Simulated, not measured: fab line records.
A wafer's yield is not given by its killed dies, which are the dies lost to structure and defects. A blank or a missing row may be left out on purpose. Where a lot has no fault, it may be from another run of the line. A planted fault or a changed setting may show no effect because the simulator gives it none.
Which tool did it? || flow n5Finfet || Sampling: 9 lots, 26 wafers, 5 of 1938 route steps

== WHAT THE GAUGES SHOWED, per wafer ==
N5_BEOL_M4_RC_MEAS_101. Usual: DIBL_N 35.3 mV/V, standard deviation 2.5; DIBL_P 35 mV/V, standard deviation 3.3; IOFF_N 0.15 nA/um, standard deviation 0.049; IOFF_P 0.20 nA/um, standard deviation 0.056; ION_N 673 uA/um, standard deviation 16; ION_P 462 uA/um, standard deviation 10; SS_N 71.2 mV/dec, standard deviation 0.85; SS_P 73.0 mV/dec, standard deviation 0.97; VT_N 252 mV, standard deviation 4.9; VT_P -251 mV, standard deviation 5.
{"lot": "L178", "measured": "day 10 08:30", "on": "prober-02", "DIBL_N (mV/V)": "37.4 37.0 36.5", "DIBL_P (mV/V)": "38 37 35", "IOFF_N (nA/um)": "0.20 0.17 0.15", "IOFF_P (nA/um)": "0.24 0.22 0.18", "ION_N (uA/um)": "700 692 665", "ION_P (uA/um)": "471 468 453", "SS_N (mV/dec)": "71.4 72.1 71.7", "SS_P (mV/dec)": "73.1 74.1 73.1", "VT_N (mV)": "245 248 250", "VT_P (mV)": "-251 -250 -254", "flag": ""}
{"lot": "L179", "measured": "day 10 21:14", "on": "prober-01", "DIBL_N (mV/V)": "37.3 33.5 33.3", "DIBL_P (mV/V)": "39 33 32", "IOFF_N (nA/um)": "0.18 0.12 0.11", "IOFF_P (nA/um)": "0.25 0.18 0.16", "ION_N (uA/um)": "673 675 660", "ION_P (uA/um)": "466 464 465", "SS_N (mV/dec)": "71.5 70.2 70.5", "SS_P (mV/dec)": "73.4 72.0 72.0", "VT_N (mV)": "248 253 255", "VT_P (mV)": "-247 -251 -251", "flag": ""}
{"lot": "L181", "measured": "day 10 21:34", "on": "prober-02", "DIBL_N (mV/V)": "31.2 33.6 37.8", "DIBL_P (mV/V)": "31 33 37", "IOFF_N (nA/um)": "0.09 0.11 0.19", "IOFF_P (nA/um)": "0.12 0.14 0.20", "ION_N (uA/um)": "658 654 684", "ION_P (uA/um)": "454 450 463", "SS_N (mV/dec)": "70.4 70.6 72.6", "SS_P (mV/dec)": "71.5 72.9 73.5", "VT_N (mV)": "258 256 248", "VT_P (mV)": "-259 -258 -253", "flag": ""}
{"lot": "L180", "measured": "day 11 02:05", "on": "prober-01", "DIBL_N (mV/V)": "37.1 39.3 36.3", "DIBL_P (mV/V)": "37 39 36", "IOFF_N (nA/um)": "0.17 0.20 0.16", "IOFF_P (nA/um)": "0.22 0.26 0.23", "ION_N (uA/um)": "673 671 684", "ION_P (uA/um)": "456 452 466", "SS_N (mV/dec)": "71.7 72.3 71.8", "SS_P (mV/dec)": "72.7 74.0 73.4", "VT_N (mV)": "245 247 245", "VT_P (mV)": "-248 -244 -248", "flag": ""}
{"lot": "L187", "measured": "day 12 23:45", "on": "prober-01", "DIBL_N (mV/V)": "32.1 31.2", "DIBL_P (mV/V)": "33 32", "IOFF_N (nA/um)": "0.11 0.11", "IOFF_P (nA/um)": "0.16 0.15", "ION_N (uA/um)": "663 668", "ION_P (uA/um)": "462 460", "SS_N (mV/dec)": "70.3 70.5", "SS_P (mV/dec)": "71.7 71.4", "VT_N (mV)": "254 255", "VT_P (mV)": "-254 -253", "flag": ""}
{"lot": "L188", "measured": "day 13 04:21", "on": "prober-01", "DIBL_N (mV/V)": "34.7 35.7 31.3", "DIBL_P (mV/V)": "35 36 31", "IOFF_N (nA/um)": "0.12 0.15 0.09", "IOFF_P (nA/um)": "0.18 0.20 0.13", "ION_N (uA/um)": "676 675 652", "ION_P (uA/um)": "471 468 453", "SS_N (mV/dec)": "70.4 71.0 69.6", "SS_P (mV/dec)": "72.4 72.7 72.6", "VT_N (mV)": "255 252 257", "VT_P (mV)": "-254 -253 -257", "flag": ""}
{"lot": "L189", "measured": "day 13 09:14", "on": "prober-01", "DIBL_N (mV/V)": "32.7 33.0 33.1", "DIBL_P (mV/V)": "32 33 32", "IOFF_N (nA/um)": "0.11 0.11 0.10", "IOFF_P (nA/um)": "0.16 0.18 0.16", "ION_N (uA/um)": "684 658 666", "ION_P (uA/um)": "473 462 462", "SS_N (mV/dec)": "70.2 70.7 70.4", "SS_P (mV/dec)": "73.0 73.1 72.7", "VT_N (mV)": "255 253 260", "VT_P (mV)": "-254 -250 -253", "flag": ""}
{"lot": "L192", "measured": "day 13 09:18", "on": "prober-02", "DIBL_N (mV/V)": "30.2 31.0 31.3", "DIBL_P (mV/V)": "29 30 30", "IOFF_N (nA/um)": "0.08 0.09 0.09", "IOFF_P (nA/um)": "0.11 0.11 0.12", "ION_N (uA/um)": "665 646 648", "ION_P (uA/um)": "457 447 442", "SS_N (mV/dec)": "70.0 70.0 69.9", "SS_P (mV/dec)": "72.5 72.4 72.0", "VT_N (mV)": "259 257 259", "VT_P (mV)": "-258 -257 -259", "flag": ""}
{"lot": "L193", "measured": "day 14 06:27", "on": "prober-02", "DIBL_N (mV/V)": "32.9 37.2 37.3", "DIBL_P (mV/V)": "31 36 35", "IOFF_N (nA/um)": "0.09 0.14 0.14", "IOFF_P (nA/um)": "0.13 0.18 0.17", "ION_N (uA/um)": "648 654 656", "ION_P (uA/um)": "451 448 445", "SS_N (mV/dec)": "71.3 71.5 72.3", "SS_P (mV/dec)": "72.7 73.9 73.9", "VT_N (mV)": "257 253 256", "VT_P (mV)": "-261 -254 -256", "flag": ""}

== WHICH TOOL RAN EACH LOT (tool, then ch and the chambers of the sampled wafers, then the start) ==
{"lot": "L178", "N5_BEOL_M2_DESCUM_16": "rieDiel-06 ch 1,2,3, day 8 22:55", "N5_BEOL_M2_ETCH_77": "rieDiel-06 ch 0,1, day 8 23:51", "N5_BEOL_M2_ETCHBACK_99": "rieDiel-05 ch 1,2, day 9 05:13", "N5_BEOL_M2_TRENCH_ETCH_37": "rieDiel-05 ch 1,2, day 10 08:30 or earlier"}
{"lot": "L179", "N5_BEOL_M2_DESCUM_16": "rieDiel-05 ch 0,2,3, day 9 03:07", "N5_BEOL_M2_ETCH_77": "rieDiel-04 ch 0,2,3, day 9 04:10", "N5_BEOL_M2_ETCHBACK_99": "rieDiel-04 ch 1,2,3, day 9 08:25", "N5_BEOL_M2_TRENCH_ETCH_37": "rieDiel-04 ch 1,2,3, day 10 21:14 or earlier"}
{"lot": "L181", "N5_BEOL_M2_DESCUM_16": "rieDiel-05 ch 0,2,3, day 9 03:22", "N5_BEOL_M2_ETCH_77": "rieDiel-06 ch 0,2,3, day 9 04:30", "N5_BEOL_M2_ETCHBACK_99": "rieDiel-05 ch 0,1,2, day 9 13:29", "N5_BEOL_M2_TRENCH_ETCH_37": "rieDiel-05 ch 0,1,2, day 10 21:34 or earlier"}
{"lot": "L180", "N5_BEOL_M2_DESCUM_16": "rieDiel-05 ch 0,1,3, day 9 09:31", "N5_BEOL_M2_ETCH_77": "rieDiel-05 ch 0,1,2, day 9 10:26", "N5_BEOL_M2_ETCHBACK_99": "rieDiel-04 ch 0,1,2, day 9 18:44", "N5_BEOL_M2_TRENCH_ETCH_37": "rieDiel-04 ch 0,1,2, day 11 02:05 or earlier"}
{"lot": "L187", "N5_BEOL_M2_DESCUM_16": "rieDiel-04 ch 0, day 11 04:27", "N5_BEOL_M2_ETCH_77": "rieDiel-04 ch 0,2, day 11 05:29", "N5_BEOL_M2_ETCHBACK_99": "rieDiel-04 ch 3, day 11 08:53", "N5_BEOL_M2_TRENCH_ETCH_37": "rieDiel-04 ch 3, day 12 23:45 or earlier"}
{"lot": "L188", "N5_BEOL_M2_DESCUM_16": "rieDiel-05 ch 1,2, day 11 13:46", "N5_BEOL_M2_ETCH_77": "rieDiel-05 ch 0,1, day 11 14:47", "N5_BEOL_M2_ETCHBACK_99": "rieDiel-04 ch 0,2,3, day 11 22:47", "N5_BEOL_M2_TRENCH_ETCH_37": "rieDiel-04 ch 0,2,3, day 13 04:21 or earlier"}
{"lot": "L189", "N5_BEOL_M2_DESCUM_16": "rieDiel-04 ch 2,3, day 11 23:43", "N5_BEOL_M2_ETCH_77": "rieDiel-04 ch 0,3, day 12 00:46", "N5_BEOL_M2_ETCHBACK_99": "rieDiel-04 ch 0,2,3, day 12 01:29", "N5_BEOL_M2_TRENCH_ETCH_37": "rieDiel-04 ch 0,2,3, day 13 09:14 or earlier"}
{"lot": "L192", "N5_BEOL_M2_DESCUM_16": "rieDiel-06 ch 0,1,2, day 12 02:47", "N5_BEOL_M2_ETCH_77": "rieDiel-06 ch 2,3, day 12 03:42", "N5_BEOL_M2_ETCHBACK_99": "rieDiel-05 ch 1,2,3, day 12 04:51", "N5_BEOL_M2_TRENCH_ETCH_37": "rieDiel-05 ch 1,2,3, day 13 09:18 or earlier"}
{"lot": "L193", "N5_BEOL_M2_DESCUM_16": "rieDiel-06 ch 1,2, day 12 10:20", "N5_BEOL_M2_ETCH_77": "rieDiel-04 ch 0,2, day 12 11:16", "N5_BEOL_M2_ETCHBACK_99": "rieDiel-05 ch 0,3, day 12 17:30", "N5_BEOL_M2_TRENCH_ETCH_37": "rieDiel-05 ch 0,3, day 14 06:27 or earlier"}
- N5_BEOL_M2_DESCUM_16: chemistry O2, time 7 s.
- N5_BEOL_M2_ETCH_77: etches underlayer in N2/H2, target depth 6.5 nm, time 5.2 s.
- N5_BEOL_M2_ETCHBACK_99: etches SiO2 in CHF3, target depth 5 nm, time 10.4 s.
- N5_BEOL_M2_TRENCH_ETCH_37: etches SiOC in C4F6/O2, target depth 55.555 nm, time 29.2 s.

== WHAT THE TOOLS THEMSELVES READ (means of the sampled wafers that have a number; where no wafer has one, the mark that the record gives instead) ==
N5_BEOL_M2_DESCUM_16. Usual: biasPowerW 20.00 W (standard deviation 0.066); drypumpMotorCurrentA 5.9 A (standard deviation 0.47); o2FlowSccm 225.0 sccm (standard deviation 0.61); oesProductAu 0.80 a.u. (standard deviation 0.075); rfVppV 244.0 V (standard deviation 1.3); showerheadPlenumPTorr 2.15 Torr (standard deviation 0.068); throttleValvePct 20.4 % (standard deviation 0.37).
{"lot": "L178", "tool": "rieDiel-06", "biasPowerW (W)": 19.98, "drypumpMotorCurrentA (A)": 5.8, "o2FlowSccm (sccm)": 225.1, "oesProductAu (a.u.)": 0.85, "rfVppV (V)": 243.9, "showerheadPlenumPTorr (Torr)": 2.13, "throttleValvePct (%)": 20.2, "flag": ""}
{"lot": "L179", "tool": "rieDiel-05", "biasPowerW (W)": 19.98, "drypumpMotorCurrentA (A)": 5.8, "o2FlowSccm (sccm)": 225.7, "oesProductAu (a.u.)": 0.80, "rfVppV (V)": 244.4, "showerheadPlenumPTorr (Torr)": 2.14, "throttleValvePct (%)": 20.1, "flag": ""}
{"lot": "L181", "tool": "rieDiel-05", "biasPowerW (W)": 20.00, "drypumpMotorCurrentA (A)": 5.8, "o2FlowSccm (sccm)": 224.7, "oesProductAu (a.u.)": 0.80, "rfVppV (V)": 244.2, "showerheadPlenumPTorr (Torr)": 2.14, "throttleValvePct (%)": 20.1, "flag": ""}
{"lot": "L180", "tool": "rieDiel-05", "biasPowerW (W)": 20.00, "drypumpMotorCurrentA (A)": 5.9, "o2FlowSccm (sccm)": 224.7, "oesProductAu (a.u.)": 0.76, "rfVppV (V)": 244.6, "showerheadPlenumPTorr (Torr)": 2.19, "throttleValvePct (%)": 20.4, "flag": ""}
{"lot": "L187", "tool": "rieDiel-04", "biasPowerW (W)": 20.00, "drypumpMotorCurrentA (A)": 5.0, "o2FlowSccm (sccm)": 225.4, "oesProductAu (a.u.)": 0.83, "rfVppV (V)": 242.2, "showerheadPlenumPTorr (Torr)": 2.07, "throttleValvePct (%)": 21.0, "flag": ""}
{"lot": "L188", "tool": "rieDiel-05", "biasPowerW (W)": 19.96, "drypumpMotorCurrentA (A)": 5.5, "o2FlowSccm (sccm)": 224.9, "oesProductAu (a.u.)": 0.78, "rfVppV (V)": 243.3, "showerheadPlenumPTorr (Torr)": 2.07, "throttleValvePct (%)": 20.4, "flag": ""}
{"lot": "L189", "tool": "rieDiel-04", "biasPowerW (W)": 20.00, "drypumpMotorCurrentA (A)": 6.3, "o2FlowSccm (sccm)": 224.5, "oesProductAu (a.u.)": 0.78, "rfVppV (V)": 244.6, "showerheadPlenumPTorr (Torr)": 2.18, "throttleValvePct (%)": 20.5, "flag": ""}
{"lot": "L192", "tool": "rieDiel-06", "biasPowerW (W)": 20.03, "drypumpMotorCurrentA (A)": 6.2, "o2FlowSccm (sccm)": 224.3, "oesProductAu (a.u.)": 0.82, "rfVppV (V)": 243.8, "showerheadPlenumPTorr (Torr)": 2.13, "throttleValvePct (%)": 20.3, "flag": ""}
{"lot": "L193", "tool": "rieDiel-06", "biasPowerW (W)": 19.94, "drypumpMotorCurrentA (A)": 6.1, "o2FlowSccm (sccm)": 225.7, "oesProductAu (a.u.)": 0.87, "rfVppV (V)": 243.2, "showerheadPlenumPTorr (Torr)": 2.08, "throttleValvePct (%)": 20.1, "flag": ""}

N5_BEOL_M2_ETCH_77. Usual: biasW 150.0 W, standard deviation 0.49; chamberPressureMTorr 30.00 mTorr, standard deviation 0.043; drypumpMotorCurrentA 5.9 A, standard deviation 0.5; etchRfOnTimeS 5.15 s, standard deviation 0.12; oesProductAu 0.68 a.u., standard deviation 0.062; rfVppV 525.8 V, standard deviation 2.5; showerheadPlenumPTorr 2.61 Torr, standard deviation 0.08; throttleValvePct 17.8 %, standard deviation 0.33.
{"lot": "L178", "tool": "rieDiel-06", "biasW (W)": 150.5, "chamberPressureMTorr (mTorr)": 30.01, "drypumpMotorCurrentA (A)": 6.4, "etchRfOnTimeS (s)": 5.19, "oesProductAu (a.u.)": 0.65, "rfVppV (V)": 526.6, "showerheadPlenumPTorr (Torr)": 2.65, "throttleValvePct (%)": 18.0, "flag": ""}
{"lot": "L179", "tool": "rieDiel-04", "biasW (W)": "-", "chamberPressureMTorr (mTorr)": "-", "drypumpMotorCurrentA (A)": "-", "etchRfOnTimeS (s)": "-", "oesProductAu (a.u.)": "-", "rfVppV (V)": "-", "showerheadPlenumPTorr (Torr)": "-", "throttleValvePct (%)": "-", "flag": "OFF"}
{"lot": "L181", "tool": "rieDiel-06", "biasW (W)": "-", "chamberPressureMTorr (mTorr)": "-", "drypumpMotorCurrentA (A)": "-", "etchRfOnTimeS (s)": "-", "oesProductAu (a.u.)": "-", "rfVppV (V)": "-", "showerheadPlenumPTorr (Torr)": "-", "throttleValvePct (%)": "-", "flag": "OFF"}
{"lot": "L180", "tool": "rieDiel-05", "biasW (W)": "-", "chamberPressureMTorr (mTorr)": "-", "drypumpMotorCurrentA (A)": "-", "etchRfOnTimeS (s)": "-", "oesProductAu (a.u.)": "-", "rfVppV (V)": "-", "showerheadPlenumPTorr (Torr)": "-", "throttleValvePct (%)": "-", "flag": "OFF"}
{"lot": "L187", "tool": "rieDiel-04", "biasW (W)": 149.9, "chamberPressureMTorr (mTorr)": 29.97, "drypumpMotorCurrentA (A)": 5.7, "etchRfOnTimeS (s)": 5.11, "oesProductAu (a.u.)": 0.70, "rfVppV (V)": 523.4, "showerheadPlenumPTorr (Torr)": 2.56, "throttleValvePct (%)": 17.9, "flag": ""}
{"lot": "L188", "tool": "rieDiel-05", "biasW (W)": 149.5, "chamberPressureMTorr (mTorr)": 30.00, "drypumpMotorCurrentA (A)": 6.1, "etchRfOnTimeS (s)": 5.20, "oesProductAu (a.u.)": 0.68, "rfVppV (V)": 528.3, "showerheadPlenumPTorr (Torr)": 2.65, "throttleValvePct (%)": 17.7, "flag": ""}
{"lot": "L189", "tool": "rieDiel-04", "biasW (W)": 149.4, "chamberPressureMTorr (mTorr)": 29.99, "drypumpMotorCurrentA (A)": 5.4, "etchRfOnTimeS (s)": 5.18, "oesProductAu (a.u.)": 0.70, "rfVppV (V)": 522.2, "showerheadPlenumPTorr (Torr)": 2.48, "throttleValvePct (%)": 17.7, "flag": ""}
{"lot": "L192", "tool": "rieDiel-06", "biasW (W)": 150.2, "chamberPressureMTorr (mTorr)": 30.00, "drypumpMotorCurrentA (A)": 5.3, "etchRfOnTimeS (s)": 5.15, "oesProductAu (a.u.)": 0.67, "rfVppV (V)": 525.2, "showerheadPlenumPTorr (Torr)": 2.58, "throttleValvePct (%)": 17.7, "flag": ""}
{"lot": "L193", "tool": "rieDiel-04", "biasW (W)": 149.9, "chamberPressureMTorr (mTorr)": 29.99, "drypumpMotorCurrentA (A)": 5.8, "etchRfOnTimeS (s)": 5.08, "oesProductAu (a.u.)": 0.68, "rfVppV (V)": 526.1, "showerheadPlenumPTorr (Torr)": 2.60, "throttleValvePct (%)": 17.9, "flag": ""}

N5_BEOL_M2_ETCHBACK_99. Usual: drypumpMotorCurrentA 5.9 A, standard deviation 0.47; oes_ar_750_au 0.80 a.u., standard deviation 0.072; oesProductAu 0.80 a.u., standard deviation 0.071; rfVppV 241 V, standard deviation 4; showerheadPlenumPTorr 2.20 Torr, standard deviation 0.068; throttleValvePct 17.0 %, standard deviation 0.31.
{"lot": "L178", "tool": "rieDiel-05", "drypumpMotorCurrentA (A)": 5.5, "oes_ar_750_au (a.u.)": 0.80, "oesProductAu (a.u.)": 0.80, "rfVppV (V)": 245, "showerheadPlenumPTorr (Torr)": 2.15, "throttleValvePct (%)": 17.0, "flag": ""}
{"lot": "L179", "tool": "rieDiel-04", "drypumpMotorCurrentA (A)": 6.1, "oes_ar_750_au (a.u.)": 0.77, "oesProductAu (a.u.)": 0.75, "rfVppV (V)": 240, "showerheadPlenumPTorr (Torr)": 2.22, "throttleValvePct (%)": 16.9, "flag": ""}
{"lot": "L181", "tool": "rieDiel-05", "drypumpMotorCurrentA (A)": 5.8, "oes_ar_750_au (a.u.)": 0.81, "oesProductAu (a.u.)": 0.81, "rfVppV (V)": 242, "showerheadPlenumPTorr (Torr)": 2.21, "throttleValvePct (%)": 17.0, "flag": ""}
{"lot": "L180", "tool": "rieDiel-04", "drypumpMotorCurrentA (A)": 5.7, "oes_ar_750_au (a.u.)": 0.78, "oesProductAu (a.u.)": 0.78, "rfVppV (V)": 239, "showerheadPlenumPTorr (Torr)": 2.19, "throttleValvePct (%)": 17.1, "flag": ""}
{"lot": "L187", "tool": "rieDiel-04", "drypumpMotorCurrentA (A)": 6.3, "oes_ar_750_au (a.u.)": 0.80, "oesProductAu (a.u.)": 0.81, "rfVppV (V)": 240, "showerheadPlenumPTorr (Torr)": 2.16, "throttleValvePct (%)": 16.8, "flag": ""}
{"lot": "L188", "tool": "rieDiel-04", "drypumpMotorCurrentA (A)": 5.9, "oes_ar_750_au (a.u.)": 0.81, "oesProductAu (a.u.)": 0.80, "rfVppV (V)": 240, "showerheadPlenumPTorr (Torr)": 2.17, "throttleValvePct (%)": 17.1, "flag": ""}
{"lot": "L189", "tool": "rieDiel-04", "drypumpMotorCurrentA (A)": 5.8, "oes_ar_750_au (a.u.)": 0.81, "oesProductAu (a.u.)": 0.80, "rfVppV (V)": 241, "showerheadPlenumPTorr (Torr)": 2.17, "throttleValvePct (%)": 17.1, "flag": ""}
{"lot": "L192", "tool": "rieDiel-05", "drypumpMotorCurrentA (A)": 5.7, "oes_ar_750_au (a.u.)": 0.75, "oesProductAu (a.u.)": 0.74, "rfVppV (V)": 243, "showerheadPlenumPTorr (Torr)": 2.18, "throttleValvePct (%)": 17.1, "flag": ""}
{"lot": "L193", "tool": "rieDiel-05", "drypumpMotorCurrentA (A)": 6.1, "oes_ar_750_au (a.u.)": 0.79, "oesProductAu (a.u.)": 0.77, "rfVppV (V)": 239, "showerheadPlenumPTorr (Torr)": 2.24, "throttleValvePct (%)": 16.7, "flag": ""}

N5_BEOL_M2_TRENCH_ETCH_37. Usual: C4F6_flow_sccm 10.00 sccm, standard deviation 0.031; O2_flow_sccm 9.999 sccm, standard deviation 0.028; drypumpMotorCurrentA 5.9 A, standard deviation 0.46; oes_ar_750_au 0.80 a.u., standard deviation 0.071; oesProductAu 0.80 a.u., standard deviation 0.071; rfVppV 667 V, standard deviation 10; showerheadPlenumPTorr 2.91 Torr, standard deviation 0.086; throttleValvePct 20.8 %, standard deviation 0.34.
{"lot": "L178", "tool": "rieDiel-05", "C4F6_flow_sccm (sccm)": 10.02, "O2_flow_sccm (sccm)": 9.992, "drypumpMotorCurrentA (A)": 5.6, "oes_ar_750_au (a.u.)": 0.80, "oesProductAu (a.u.)": 0.80, "rfVppV (V)": 675, "showerheadPlenumPTorr (Torr)": 2.83, "throttleValvePct (%)": 20.8, "flag": ""}
{"lot": "L179", "tool": "rieDiel-04", "C4F6_flow_sccm (sccm)": 10.00, "O2_flow_sccm (sccm)": 9.973, "drypumpMotorCurrentA (A)": 6.1, "oes_ar_750_au (a.u.)": 0.77, "oesProductAu (a.u.)": 0.76, "rfVppV (V)": 665, "showerheadPlenumPTorr (Torr)": 2.93, "throttleValvePct (%)": 20.7, "flag": ""}
{"lot": "L181", "tool": "rieDiel-05", "C4F6_flow_sccm (sccm)": 10.01, "O2_flow_sccm (sccm)": 10.005, "drypumpMotorCurrentA (A)": 5.8, "oes_ar_750_au (a.u.)": 0.81, "oesProductAu (a.u.)": 0.80, "rfVppV (V)": 668, "showerheadPlenumPTorr (Torr)": 2.91, "throttleValvePct (%)": 20.8, "flag": ""}
{"lot": "L180", "tool": "rieDiel-04", "C4F6_flow_sccm (sccm)": 10.01, "O2_flow_sccm (sccm)": 10.006, "drypumpMotorCurrentA (A)": 5.7, "oes_ar_750_au (a.u.)": 0.78, "oesProductAu (a.u.)": 0.77, "rfVppV (V)": 662, "showerheadPlenumPTorr (Torr)": 2.90, "throttleValvePct (%)": 20.9, "flag": ""}
{"lot": "L187", "tool": "rieDiel-04", "C4F6_flow_sccm (sccm)": 10.02, "O2_flow_sccm (sccm)": 9.967, "drypumpMotorCurrentA (A)": 6.3, "oes_ar_750_au (a.u.)": 0.80, "oesProductAu (a.u.)": 0.80, "rfVppV (V)": 668, "showerheadPlenumPTorr (Torr)": 2.86, "throttleValvePct (%)": 20.5, "flag": ""}
{"lot": "L188", "tool": "rieDiel-04", "C4F6_flow_sccm (sccm)": 10.00, "O2_flow_sccm (sccm)": 10.003, "drypumpMotorCurrentA (A)": 5.9, "oes_ar_750_au (a.u.)": 0.81, "oesProductAu (a.u.)": 0.81, "rfVppV (V)": 665, "showerheadPlenumPTorr (Torr)": 2.87, "throttleValvePct (%)": 20.9, "flag": ""}
{"lot": "L189", "tool": "rieDiel-04", "C4F6_flow_sccm (sccm)": 10.01, "O2_flow_sccm (sccm)": 10.003, "drypumpMotorCurrentA (A)": 5.9, "oes_ar_750_au (a.u.)": 0.81, "oesProductAu (a.u.)": 0.80, "rfVppV (V)": 664, "showerheadPlenumPTorr (Torr)": 2.87, "throttleValvePct (%)": 20.9, "flag": ""}
{"lot": "L192", "tool": "rieDiel-05", "C4F6_flow_sccm (sccm)": 10.00, "O2_flow_sccm (sccm)": 10.020, "drypumpMotorCurrentA (A)": 5.7, "oes_ar_750_au (a.u.)": 0.74, "oesProductAu (a.u.)": 0.74, "rfVppV (V)": 671, "showerheadPlenumPTorr (Torr)": 2.87, "throttleValvePct (%)": 20.8, "flag": ""}
{"lot": "L193", "tool": "rieDiel-05", "C4F6_flow_sccm (sccm)": 9.97, "O2_flow_sccm (sccm)": 9.987, "drypumpMotorCurrentA (A)": 6.1, "oes_ar_750_au (a.u.)": 0.79, "oesProductAu (a.u.)": 0.77, "rfVppV (V)": 662, "showerheadPlenumPTorr (Torr)": 2.95, "throttleValvePct (%)": 20.5, "flag": ""}

== THE ANSWER, worked out from the rows above alone ==
Rule: take the mean of a lot's wafers that have a number; if it is more than 3 standard deviations from the usual mean, the lot is off. Also off: a lot with no number at a reading for which 4 or more lots have one. Where the step has rows for the other lots, those lots are counted as sound. The gauges are gone through in route order, then the tools' own readings, and for those a lot's mean is taken as printed above. The first step at which some lot is off is used, and at that step the reading that is off furthest; a lot without a number counts as furthest.
Off, at N5_BEOL_M2_ETCH_77 on biasW: L179, L181, L180. Without a number there: L179, L181, L180.
A tool fits if, at that step or a process step before it, it ran every lot that is off, and no sound lot after the first of them. Not one of the candidates tried fits.

== WHAT HAD BEEN PUT IN BY THE SIMULATOR ==
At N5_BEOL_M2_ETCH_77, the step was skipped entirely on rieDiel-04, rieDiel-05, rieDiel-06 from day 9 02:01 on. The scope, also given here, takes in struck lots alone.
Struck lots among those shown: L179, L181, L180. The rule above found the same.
